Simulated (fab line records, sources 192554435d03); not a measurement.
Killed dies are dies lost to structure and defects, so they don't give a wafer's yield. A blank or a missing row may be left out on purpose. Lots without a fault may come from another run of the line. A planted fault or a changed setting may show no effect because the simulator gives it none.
Chamber matching | flow n5_finfet | N5_BEOL_M0_SAQP_ETCH_84 on rie_diel-05: 4 sister chambers
The step etches SOC in N2/H2, target depth 100 nm, overetch 20 nm, time 150 s. 7 wafers are shown with their chamber, then 7 later ones without.

WAFERS WITH THEIR CHAMBER
wafer  | chamber | showerhead_plenum_p_Torr (Torr) | throttle_valve_pct (%)
L077.2 | 2       | 2.41                            | 18.30
L079.5 | 3       | 2.43                            | 18.07
L081.3 | 1       | 2.64                            | 18.01
L081.5 | 3       | 2.43                            | 18.09
L081.6 | 1       | 2.64                            | 18.01
L086.1 | 2       | 2.40                            | 18.31
L086.2 | 0       | 2.48                            | 17.53

WAFERS WITHOUT THEIR CHAMBER
wafer  | showerhead_plenum_p_Torr (Torr) | throttle_valve_pct (%)
L086.5 | 2.43                            | 18.11
L091.1 | 2.42                            | 18.10
L091.2 | 2.40                            | 18.33
L091.3 | 2.48                            | 17.54
L097.2 | 2.42                            | 18.13
L097.3 | 2.63                            | 18.06
L097.4 | 2.63                            | 18.04

WHICH CHAMBER EACH WENT THROUGH
wafer  | from the rows above | in truth
L086.5 | 3                   | 3
L091.1 | 3                   | 3
L091.2 | 2                   | 2
L091.3 | 0                   | 0
L097.2 | 3                   | 3
L097.3 | 1                   | 1
L097.4 | 1                   | 1
Placed correctly: 7 of 7. Can't be placed from these rows: 0. Placed wrongly: 0.
How it was worked out, from the rows above alone: a wafer's distance from a chamber is the root of the sum, over the readings, of the square of ((its reading less the chamber's mean) divided by the reading's scatter). The wafer belongs to the nearest chamber; if the next one is less than 2 further off, it can't be placed. A chamber's mean is the mean of its shown wafers. The scatter: the root of (the sum of the squares of (reading less its chamber's mean) over the shown wafers, divided by (wafers less chambers)).
